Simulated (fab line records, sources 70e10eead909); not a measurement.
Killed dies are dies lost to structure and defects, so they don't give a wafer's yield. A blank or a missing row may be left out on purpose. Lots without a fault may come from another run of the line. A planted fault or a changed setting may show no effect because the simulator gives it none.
fab line records | flow nand_harc
record lots=7 wafers=21 last_day=24
route steps=1159 shown P_CONTACT@248 P_M0@253
lots that met no fault: from a run of the same line without faults
start_h: hours from the record's first day to the start of the lot's first wafer shown | wait_h: hours since the lot's step before | " the same as in the row above | L1.1+2: a row that stands for several wafers | - no value, or no start given | * or withheld: withheld | < > ~ a bound
route shown NAME@n: a module of which the file shows steps, and the number in the route of the first | usual: mean/standard deviation of fault-free wafers | same: alike in all rows | chamber/n: place in a boat | sites: the reading at each site | _std_site: their standard deviation | _edge_site: outer sites' mean less inner sites' | radius_mm: how far each site lies from the wafer's centre | mask NAME#n: copy n | behind: the tool/chamber that last shaped the wafer | hold: why the lot was held/for how many hours/how that ended | device: the transistor (n, p or np) that didn't switch | end of line: the same wafers' tests at the end of the route | a step without rows: its recipe alone | killed: dies lost to structure and defects at the first sort, not the wafer's yield | map: a wafer's dies, x killed, . not, _ none there
set.NAME: the setting as run; set.NAME@STEP: as run at that earlier step | model.NAME: the simulator's own value behind a step, which no gauge read
lots at some steps of the route; a table a step, a row a wafer
services: from which hour (start_h, from the record's first day; less than 0 if before it) a tool's chamber was out of use, for how many hours, and why
## steps
# step NHARC_P_CONTACT_CVD_23
# recipe target_thk_a=2000 temp_c=300 pressure_torr=40 wf6_flow_sccm=40 h2_flow_sccm=1600 ar_flow_sccm=1560 time_s=557 material=W
# usual heater_power_w=475/54 throttle_valve_pct=8.01/0.25
# columns lot.wafer tool chamber start_h wait_h heater_power_w throttle_valve_pct
L206.4 cvd_w-02 0 - - 540 7.93
L206.5 " 1 " " 366 8.00
L206.6 " 0 " " 544 7.75
L208.1 cvd_w-01 0 - - 485 7.89
L208.2 " 1 " " 491 8.12
L208.6 " 0 " " 484 7.84
L215.3 cvd_w-01 0 - - 486 7.83
L215.6 " 1 " " 489 8.33
L215.5 " 0 " " 481 7.77
L213.2 cvd_w-01 1 - - 486 8.10
L213.4 " 0 " " 464 7.84
L213.6 " 0 " " 474 7.79
L217.1 cvd_w-01 1 - - 484 8.13
L217.2 " 0 " " 477 7.84
L217.6 " 0 " " 475 7.65
L216.2 cvd_w-01 0 - - 466 7.69
L216.5 " 1 " " 484 8.55
L216.6 " 0 " " 493 7.89
L221.1 cvd_w-01 1 - - 497 8.26
L221.3 " 1 " " 495 8.25
L221.5 " 0 " " 484 8.05
# step NHARC_P_CONTACT_CMP_24
# recipe t_overpolish_s=30 target_thk_nm=200
# usual motor_current_A=12.2/1.2 overpolish_run_s=30.000/0.01 time_to_endpoint_s=40.3/2.1
# columns lot.wafer tool chamber start_h wait_h motor_current_A overpolish_run_s time_to_endpoint_s
L206.4 cmp-03 0 135.73 0.3 9.7 30.008 37.0
L206.6 " 3 " " 12.3 29.992 36.9
L206.5 " 0 " " 9.9 29.994 37.4
L208.2 cmp-04 0 155.86 0.5 11.7 30.002 39.6
L208.1 " 3 " " 13.2 29.997 41.8
L208.6 " 1 " " 11.8 29.986 43.7
L215.3 cmp-04 3 191.41 0.4 12.3 29.990 41.8
L215.5 " 1 " " 11.5 29.994 38.8
L215.6 " 2 " " 11.8 29.998 39.7
L213.2 cmp-02 2 192.66 0.5 9.9 29.995 40.0
L213.4 " 3 " " 14.4 30.006 40.2
L213.6 " 0 " " 13.0 30.004 43.3
L217.2 cmp-03 1 201.80 0.5 14.0 30.005 41.5
L217.1 " 3 " " 12.2 30.005 39.7
L217.6 " 2 " " 12.5 29.991 41.5
L216.2 cmp-02 1 202.36 0.5 13.1 30.009 42.7
L216.6 " 0 " " 12.7 29.983 42.6
L216.5 " 1 " " 12.6 29.990 38.8
L221.1 cmp-04 1 231.80 0.6 11.3 30.011 42.5
L221.3 " 0 " " 11.9 29.994 41.3
L221.5 " 1 " " 11.9 29.996 42.0
# step NHARC_P_CONTACT_SRD_26
# step NHARC_P_CONTACT_INSPECT_27
# usual raw_defect_count=315/140
# columns lot.wafer tool chamber start_h wait_h raw_defect_count
L206.4 defect_inspect-01 - 136.11 0.1 388
L206.5 " - " " 451
L206.6 " - " " 290
L208.1 defect_inspect-01 - 156.26 0.1 391
L208.2 " - " " 255
L208.6 " - " " 560
L215.3 defect_inspect-01 - 191.76 0.1 300
L215.5 " - " " 226
L215.6 " - " " 306
L213.2 defect_inspect-01 - 193.02 0.1 273
L213.4 " - " " 205
L213.6 " - " " 165
L217.1 defect_inspect-02 - 202.20 0.1 196
L217.2 " - " " 126
L217.6 " - " " 317
L216.2 defect_inspect-02 - 202.74 0.1 307
L216.5 " - " " 162
L216.6 " - " " 336
L221.1 defect_inspect-01 - 232.20 0.1 274
L221.3 " - " " 351
L221.5 " - " " 241
# step NHARC_P_M0_DEP_00
# recipe target_thk_a=1500 target_thk_nm=150 temp_c=withheld pressure_torr=5 flow_sccm=200 rf_w=600 material=SiOC
# step NHARC_P_M0_DEHYDRATE_01
# recipe temp_c=150 time_s=120
# step NHARC_P_M0_HMDS_02
# recipe time_s=30
# step NHARC_P_M0_COAT_33
# recipe temp_c=200 time_s=65
# step NHARC_P_M0_COAT_03
# recipe spin_rpm=1500 resist_thk_nm=90
# step NHARC_P_M0_SOFTBAKE_04
# recipe temp_c=105 time_s=55
# step NHARC_P_M0_EBR_05
# step NHARC_P_M0_EXPOSE_06
# recipe na=1.35 target_cd_nm=90 dose_mj=81.28 mask_id=P_M0
# usual exposure_dose_mJ_cm2=81.24/0.096 focus_offset_nm=0.0/0.52
# columns lot.wafer tool chamber start_h wait_h mask exposure_dose_mJ_cm2 focus_offset_nm
L206.4 arfi_scanner-02 0 136.81 - P_M0#0 81.31 0.2
L206.5 " 0 " " P_M0#0 81.26 -0.4
L206.6 " 0 " " P_M0#0 81.09 0.5
L208.1 arfi_scanner-03 0 157.02 - P_M0#0 81.34 0.4
L208.2 " 0 " " P_M0#0 81.15 0.5
L208.6 " 0 " " P_M0#0 81.36 -0.5
L215.3 arfi_scanner-02 0 192.41 - P_M0#0 61.13 0.5
L215.5 " 0 " " P_M0#0 61.07 0.3
L215.6 " 0 " " P_M0#0 61.20 0.4
L213.2 arfi_scanner-02 0 193.67 - P_M0#0 65.19 0.3
L213.4 " 0 " " P_M0#0 65.33 0.3
L213.6 " 0 " " P_M0#0 65.39 -0.3
L217.1 arfi_scanner-03 0 202.99 - P_M0#0 81.17 0.3
L217.2 " 0 " " P_M0#0 81.23 -0.5
L217.6 " 0 " " P_M0#0 81.21 -0.1
L216.2 arfi_scanner-02 0 203.63 - P_M0#0 68.61 0.1
L216.5 " 0 " " P_M0#0 68.53 0.1
L216.6 " 0 " " P_M0#0 68.52 -0.5
L221.1 arfi_scanner-03 0 232.96 - P_M0#0 81.36 0.0
L221.3 " 0 " " P_M0#0 81.19 -0.2
L221.5 " 0 " " P_M0#0 81.40 0.7
# step NHARC_P_M0_PEB_07
# recipe peb_temp_c=100 peb_time_s=65
# step NHARC_P_M0_DEVELOP_08
# recipe develop_time_s=35 dev_temp_c=23
# step NHARC_P_M0_CD_MEAS_09
# recipe target_cd_nm=90 landing_energy_ev=500
# usual cd_nm=89.7/0.51
# columns lot.wafer tool chamber start_h wait_h cd_nm
L206.4 cd_sem-01 0 136.94 - 89.2
L206.5 " 0 " " 89.3
L206.6 " 0 " " 89.2
L208.1 cd_sem-03 0 157.16 - 89.3
L208.2 " 0 " " 90.6
L208.6 " 0 " " 89.2
L215.3 cd_sem-02 0 192.55 - 71.9
L215.5 " 0 " " 71.5
L215.6 " 0 " " 72.5
L213.2 cd_sem-03 0 193.81 - 76.5
L213.4 " 0 " " 76.2
L213.6 " 0 " " 75.8
L217.1 cd_sem-01 0 203.13 - 90.2
L217.2 " 0 " " 90.0
L217.6 " 0 " " 90.4
L216.2 cd_sem-03 0 203.77 - 79.7
L216.5 " 0 " " 78.9
L216.6 " 0 " " 78.9
L221.1 cd_sem-01 0 233.10 - 89.9
L221.3 " 0 " " 90.6
L221.5 " 0 " " 90.5
# step NHARC_P_M0_OVL_MEAS_10
# recipe pitch_nm=180
# usual overlay_x_nm=-0.1/0.69 overlay_y_nm=-0.1/0.8
# columns lot.wafer tool chamber start_h wait_h overlay_x_nm overlay_y_nm
L206.4 overlay-02 - 137.02 - -0.7 0.4
L206.5 " - " " -0.7 0.9
L206.6 " - " " -0.6 0.6
L208.1 overlay-01 - 157.25 - 0.1 -1.2
L208.2 " - " " -0.1 -1.5
L208.6 " - " " 0.1 -1.4
L215.3 overlay-02 - 192.63 - -0.2 -0.1
L215.5 " - " " -0.6 0.0
L215.6 " - " " -0.2 -0.3
L213.2 overlay-01 - 193.89 - 1.0 0.6
L213.4 " - " " 1.2 0.5
L213.6 " - " " 0.6 0.2
L217.1 overlay-01 - 203.22 - -0.5 1.7
L217.2 " - " " -0.3 1.7
L217.6 " - " " 0.2 1.2
L216.2 overlay-01 - 203.86 - 0.4 0.9
L216.5 " - " " 0.6 0.5
L216.6 " - " " -0.2 0.9
L221.1 overlay-01 - 233.19 - 0.4 -0.8
L221.3 " - " " -0.6 -0.4
L221.5 " - " " -0.8 -0.5
# step NHARC_P_M0_INSPECT_11
# usual raw_defect_count=4.0/2.9
# columns lot.wafer tool chamber start_h wait_h raw_defect_count
L206.4 defect_inspect-02 - 137.06 0.0 5
L206.5 " - " " 2
L206.6 " - " " 4
L208.1 defect_inspect-02 - 157.28 0.0 2
L208.2 " - " " 5
L208.6 " - " " 3
L215.3 defect_inspect-01 - 192.67 0.0 3
L215.5 " - " " 2
L215.6 " - " " 1
L213.2 defect_inspect-02 - 193.93 0.0 4
L213.4 " - " " 2
L213.6 " - " " 1
L217.1 defect_inspect-02 - 203.26 0.0 4
L217.2 " - " " 3
L217.6 " - " " 2
L216.2 defect_inspect-01 - 203.90 0.0 1
L216.5 " - " " 2
L216.6 " - " " 1
L221.1 defect_inspect-02 - 233.23 0.0 2
L221.3 " - " " 4
L221.5 " - " " 5
# step NHARC_P_M0_DESCUM_14
# recipe time_s=3 o2_flow_sccm=200 ar_flow_sccm=0 bias_power_w=0 chemistry=O2
# usual drypump_motor_current_A=5.7/0.47 oes_product_au=0.999/0.0084 rf_vpp_V=57.8/0.94 showerhead_plenum_p_Torr=1.94/0.098 throttle_valve_pct=11.313/0.0092
# columns lot.wafer tool chamber start_h wait_h drypump_motor_current_A oes_product_au rf_hours_counter_h rf_vpp_V showerhead_plenum_p_Torr throttle_valve_pct model.P_M0.cd_nm
L206.4 rie_diel-04 1 137.14 0.1 5.4 0.988 1 58.6 1.87 11.310 89.12
L206.5 " 2 " " 6.3 0.999 - 59.7 1.98 11.313 89.15
L206.6 " 3 " " 5.7 0.998 - 56.1 1.96 11.295 89.16
L208.1 rie_diel-10 3 157.36 0.1 5.3 1.002 12 58.3 1.96 11.316 88.86
L208.2 " 0 " " 6.4 0.998 13 57.8 2.06 11.309 90.62
L208.6 " 1 " " 5.2 0.994 - 57.7 1.79 11.302 89.89
L215.3 rie_diel-10 0 192.76 0.1 6.3 0.999 1 58.9 2.06 11.307 72.02
L215.5 " 1 " " 5.2 0.987 - 57.4 1.79 11.314 71.37
L215.6 " 2 " " 6.4 0.996 - 57.4 2.05 11.309 72.43
L213.2 rie_diel-10 1 193.99 0.1 5.2 1.000 1 56.7 1.79 11.318 76.38
L213.4 " 2 " " 6.4 0.985 1 58.2 2.05 11.343 75.99
L213.6 " 1 " " 5.3 0.990 - 57.4 1.79 11.297 75.89
L217.1 rie_diel-04 3 203.34 0.1 5.6 1.013 7 58.2 1.96 11.313 90.67
L217.2 " 1 " " 5.4 1.003 7 57.3 1.87 11.308 90.24
L217.6 " 3 " " 5.6 0.999 - 57.4 1.96 11.326 90.66
L216.2 rie_diel-04 1 203.97 0.1 5.4 1.002 7 57.2 1.87 11.327 79.15
L216.5 " 3 " " 5.6 0.999 - 57.5 1.96 11.305 78.73
L216.6 " 0 " " 5.6 0.986 - 58.0 1.90 11.300 78.81
L221.3 rie_diel-04 2 233.30 0.1 6.2 1.009 9 58.7 1.97 11.307 90.38
L221.1 " 0 " " 5.6 1.009 10 57.8 1.90 11.326 89.78
L221.5 " 2 " " 6.2 1.007 - 57.5 1.97 11.306 90.12
# step NHARC_P_M0_ETCH_34
# recipe target_depth_a=400 overetch_a=120 time_s=43.94 ion_energy_ev=200 n2_flow_sccm=150 h2_flow_sccm=150 ar_flow_sccm=0 rf_w=400 bias_w=150 chemistry=N2/H2
# usual drypump_motor_current_A=5.7/0.48 oes_product_au=0.998/0.0073 rf_vpp_V=431.1/2.9 showerhead_plenum_p_Torr=2.06/0.11 throttle_valve_pct=14.173/0.0086
# columns lot.wafer tool chamber start_h wait_h drypump_motor_current_A oes_product_au rf_hours_counter_h rf_vpp_V showerhead_plenum_p_Torr throttle_valve_pct
L206.4 rie_diel-04 3 137.20 0.1 5.6 0.988 1 432.0 2.10 14.177
L206.6 " 3 " " 5.6 0.985 - 432.7 2.10 14.168
L206.5 " 0 " " 5.6 0.992 - 430.6 2.03 14.171
L208.2 rie_diel-10 0 157.43 0.1 6.4 1.000 13 434.7 2.20 14.178
L208.1 " 1 " " 5.2 1.014 12 427.2 1.90 14.186
L208.6 " 3 " " 5.4 0.999 - 431.6 2.09 14.156
L215.3 rie_diel-10 3 192.83 0.1 5.4 1.008 1 431.3 2.09 14.163
L215.5 " 1 " " 5.2 0.986 - 426.3 1.90 14.174
L215.6 " 2 " " 6.4 0.991 - 434.8 2.18 14.176
L213.4 rie_diel-10 3 194.09 0.1 5.3 1.001 1 430.3 2.09 14.174
L213.2 " 0 " " 6.3 0.985 1 433.7 2.20 14.183
L213.6 " 1 " " 5.3 0.992 - 427.9 1.90 14.191
L217.2 rie_diel-04 0 203.42 0.1 5.7 0.999 7 431.7 2.03 14.163
L217.1 " 3 " " 5.7 0.994 7 431.6 2.09 14.177
L217.6 " 1 " " 5.4 1.006 - 428.7 1.99 14.172
L216.2 rie_diel-04 0 204.05 0.1 5.7 1.001 7 429.9 2.03 14.172
L216.5 " 2 " " 6.3 1.005 - 432.8 2.11 14.174
L216.6 " 3 " " 5.7 1.000 - 429.6 2.09 14.194
L221.1 rie_diel-04 3 233.37 0.1 5.7 0.991 9 431.7 2.09 14.179
L221.3 " 1 " " 5.4 1.005 9 429.8 1.99 14.178
L221.5 " 0 " " 5.6 0.993 - 431.1 2.03 14.175
# step NHARC_P_M0_ETCH_15
# recipe target_depth_a=1500 overetch_a=150 time_s=82.5 c4f8_flow_sccm=withheld ar_flow_sccm=400 rf_w=600 bias_w=300 chemistry=C4F8/Ar
# usual oes_product_au=0.954/0.023 rf_vpp_V=441.5/2.9
# columns lot.wafer tool chamber start_h wait_h oes_product_au rf_hours_counter_h rf_vpp_V model.P_M0.cd_nm
L206.4 rie_diel-04 2 - - 0.962 1 443.8 89.09
L206.5 " 1 " " 0.979 - 440.1 89.38
L206.6 " 2 " " 0.963 - 442.9 88.88
L208.2 rie_diel-10 0 - - 0.931 13 445.0 90.25
L208.1 " 1 " " 0.927 12 436.4 88.53
L208.6 " 1 " " 0.929 - 436.4 89.48
L215.3 rie_diel-10 1 - - 0.949 1 438.5 71.92
L215.5 " 1 " " 0.944 - 436.7 71.13
L215.6 " 2 " " 0.952 - 445.0 72.6
L213.4 rie_diel-10 0 - - 0.973 1 445.8 75.9
L213.2 " 1 " " 0.945 1 436.8 76.15
L213.6 " 3 " " 0.977 - 442.1 75.77
L217.2 rie_diel-04 2 - - 0.954 7 442.9 90.26
L217.1 " 3 " " 0.966 7 442.0 90.4
L217.6 " 2 " " 0.962 - 440.3 90.73
L216.2 rie_diel-04 1 - - 0.970 7 438.8 79.3
L216.6 " 3 " " 0.959 - 442.1 78.66
L216.5 " 0 " " 0.965 - 441.4 78.33
L221.3 rie_diel-04 3 - - 0.935 9 441.0 90.59
L221.1 " 2 " " 0.920 9 444.1 89.49
L221.5 " 3 " " 0.924 - 442.6 90.26
# step NHARC_P_M0_CD_MEAS_16
# usual cd_nm=89.7/0.6
# columns lot.wafer tool chamber start_h wait_h cd_nm
L206.4 cd_sem-02 - 137.42 - 89.4
L206.5 " - " " 89.4
L206.6 " - " " 88.9
L208.1 cd_sem-03 - 157.64 - 88.3
L208.2 " - " " 90.3
L208.6 " - " " 89.7
L215.3 cd_sem-03 - 193.03 - 71.7
L215.5 " - " " 71.5
L215.6 " - " " 72.5
L213.2 cd_sem-02 - 194.29 - 76.2
L213.4 " - " " 75.9
L213.6 " - " " 76.0
L217.1 cd_sem-02 - 203.63 - 90.6
L217.2 " - " " 90.5
L217.6 " - " " 90.8
L216.2 cd_sem-01 - 204.26 - 79.5
L216.5 " - " " 78.4
L216.6 " - " " 78.5
L221.1 cd_sem-01 - 233.59 - 89.3
L221.3 " - " " 90.7
L221.5 " - " " 90.3
## services
# columns tool chamber start_h hours kind
rie_diel-04 - 111.90 9.0 pm
cvd_w-01 - 115.39 13.0 pm
arfi_scanner-03 - 119.63 0.6 repair
arfi_scanner-03 - 120.86 7.3 repair
cmp-02 - 128.50 4.0 pm
cmp-02 - 134.29 1.5 repair
arfi_scanner-03 - 140.01 4.0 pm
rie_diel-10 3 140.47 2.4 repair
arfi_scanner-03 - 144.65 7.6 repair
cmp-02 - 145.79 3.1 repair
cmp-03 - 156.00 4.0 pm
rie_diel-04 - 156.17 0.5 repair
rie_diel-10 0 157.93 1.7 repair
arfi_scanner-03 - 164.59 0.7 repair
cmp-02 - 173.00 0.4 repair
rie_diel-10 - 176.50 9.0 pm
cmp-03 - 178.00 1.1 repair
arfi_scanner-02 - 181.01 9.7 repair
cmp-04 - 181.05 0.7 repair
arfi_scanner-03 - 194.76 0.8 repair
cmp-02 - 195.89 4.7 repair
cmp-04 - 203.17 4.0 pm
arfi_scanner-03 - 210.29 0.5 repair
cmp-02 - 226.50 4.0 pm
## key
first_sign step=NHARC_P_M0_EXPOSE_06 reading=exposure_dose_mJ_cm2 direction=down sigmas=99+ usual=81.24 struck=65.00
effect step=NHARC_P_M0_CD_MEAS_09 reading=cd_nm direction=down sigmas=27 usual=89.7 struck=75.8 through=control_loop
effect step=NHARC_P_M0_CD_MEAS_16 reading=cd_nm direction=down sigmas=24 usual=89.7 struck=75.6 through=control_loop
model_effect step=NHARC_P_M0_DESCUM_14 value=P_M0.cd_nm without=89.48 struck=75.64
model_effect step=NHARC_P_M0_ETCH_15 value=P_M0.cd_nm without=89.37 struck=75.53
met_at NHARC_P_M0_EXPOSE_06
struck_wafers L213.2,L213.4,L213.6,L215.3,L215.5,L215.6,L216.2,L216.5,L216.6
later_rows_left_out L215.3,L215.5,L215.6
sort_left_out L213.2,L213.4,L213.6,L215.3,L215.5,L215.6,L216.2,L216.5,L216.6
loop_trim step=NHARC_P_M0_EXPOSE_06 setting=dose lots=L213,L216
onset_between 136.81 192.41
fault kind=process_parameter_drift tool=arfi_scanner-02 chamber=- onset_h=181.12 steps=NHARC_P_M0_EXPOSE_06 channel=dose_mj offset=-19.965 shape=step acts_in=these_recipes_only stated=81.28
# sort_left_out: the simulated sort isn't trusted on such a fault, so these wafers' sort isn't shown, and their yield isn't known
# later_rows_left_out: the simulator's readings of these wafers behind a module that went badly wrong aren't trusted and aren't shown, but for the sort
# loop_trim: a control loop set the setting to another value than it would have without faults
